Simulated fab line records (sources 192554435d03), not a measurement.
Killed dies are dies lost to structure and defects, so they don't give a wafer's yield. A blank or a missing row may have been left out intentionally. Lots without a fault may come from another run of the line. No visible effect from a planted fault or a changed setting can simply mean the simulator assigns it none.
One fault seen from 2 desks | flow n5_finfet | only its own numbers are on each desk; what lay behind them is given at the end

## FOR THE TOOL OWNER'S DESK: ald_sin-04
The tool's own readings at N5_BEOL_M3_ALD_98 (deposits SiO2, target thk 2.5 nm, pulse time 1 s, co reactant pulse time 1 s): means of the sampled wafers that have a number, for each lot that ran on this tool. If a lot's mean is further than 4 standard deviations from the usual mean, the lot is out of limits and carries the mark OUT (the distance appears in the brackets).
Columns: A = heater_power_w at N5_BEOL_M3_ALD_98, usual 78 W; B = precursor_pulse_height_rel at N5_BEOL_M3_ALD_98, usual 0.999; C = susceptor_temp_C at N5_BEOL_M3_ALD_98, usual 100.01 C
lot  | first seen here | A  | B     | C
L987 | day 7 04:22     | 86 | 0.993 | 99.97
L101 | day 11 00:33    | 67 | 0.991 | 99.13 (-7.3) OUT
Finding of this desk: L101 out of limits; the first was L101 at day 11 00:33, on susceptor_temp_C at N5_BEOL_M3_ALD_98. L987 stayed within limits.

## FROM THE METROLOGY DESK
Lot by lot, what the gauges showed, no matter which tool ran the lot: averages of those sampled wafers that carry a number. If a lot's mean is further than 4 standard deviations from the usual mean, the lot is out of limits and carries the mark OUT (the distance appears in the brackets). Readings shown: 7 of its 10, picked as those furthest out on some lot.
Columns: A = DIBL_N at N5_BEOL_M4_RC_MEAS_101, usual 37.5 mV/V; B = DIBL_P at N5_BEOL_M4_RC_MEAS_101, usual 37.3 mV/V; C = ION_N at N5_BEOL_M4_RC_MEAS_101, usual 677 uA/um; D = ION_P at N5_BEOL_M4_RC_MEAS_101, usual 464 uA/um; E = SS_N at N5_BEOL_M4_RC_MEAS_101, usual 72.0 mV/dec; F = SS_P at N5_BEOL_M4_RC_MEAS_101, usual 73.5 mV/dec; G = VT_P at N5_BEOL_M4_RC_MEAS_101, usual -249 mV
lot  | first seen here | A    | B    | C   | D   | E    | F    | G
L987 | day 8 00:23     | 38.7 | 38.1 | 675 | 455 | 72.4 | 73.7 | -251
L990 | day 8 17:16     | 34.9 | 35.8 | 665 | 462 | 71.9 | 72.8 | -250
L992 | day 9 04:13     | 37.3 | 36.2 | 679 | 470 | 71.2 | 73.2 | -248
L102 | day 12 03:10    | 36.4 | 34.5 | 674 | 464 | 71.6 | 72.7 | -247
L101 | day 12 05:04    | 36.7 | 37.7 | 677 | 461 | 71.7 | 73.5 | -251
L104 | day 12 11:52    | 36.2 | 37.7 | 678 | 476 | 71.4 | 72.9 | -245
L106 | day 12 19:32    | 37.5 | 37.0 | 678 | 462 | 71.8 | 73.0 | -251
L105 | day 13 02:58    | 38.2 | 37.3 | 678 | 462 | 72.2 | 73.6 | -250
L109 | day 13 12:23    | 36.5 | 37.2 | 674 | 462 | 72.0 | 73.3 | -249
Result from this desk: across the 9 lots, nothing is out of limits.

## TAKEN TOGETHER
On L101, at day 11 00:33, an alarm was possible from the tool owner's desk.
From the metrology desk's view, nothing was out of limits.
The metrology desk has L101 on record, within its limits.
All the named lots went through N5_BEOL_M3_ALD_98 on ald_sin-04.

## WHAT HAD BEEN PUT IN BY THE SIMULATOR
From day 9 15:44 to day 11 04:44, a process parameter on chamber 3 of ald_sin-04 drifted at N5_BEOL_M3_ALD_98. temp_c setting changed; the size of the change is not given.
Struck lots among those shown: L101.
Hours from the fault's start to each desk's first reading out of limits: the tool owner's desk, 33.
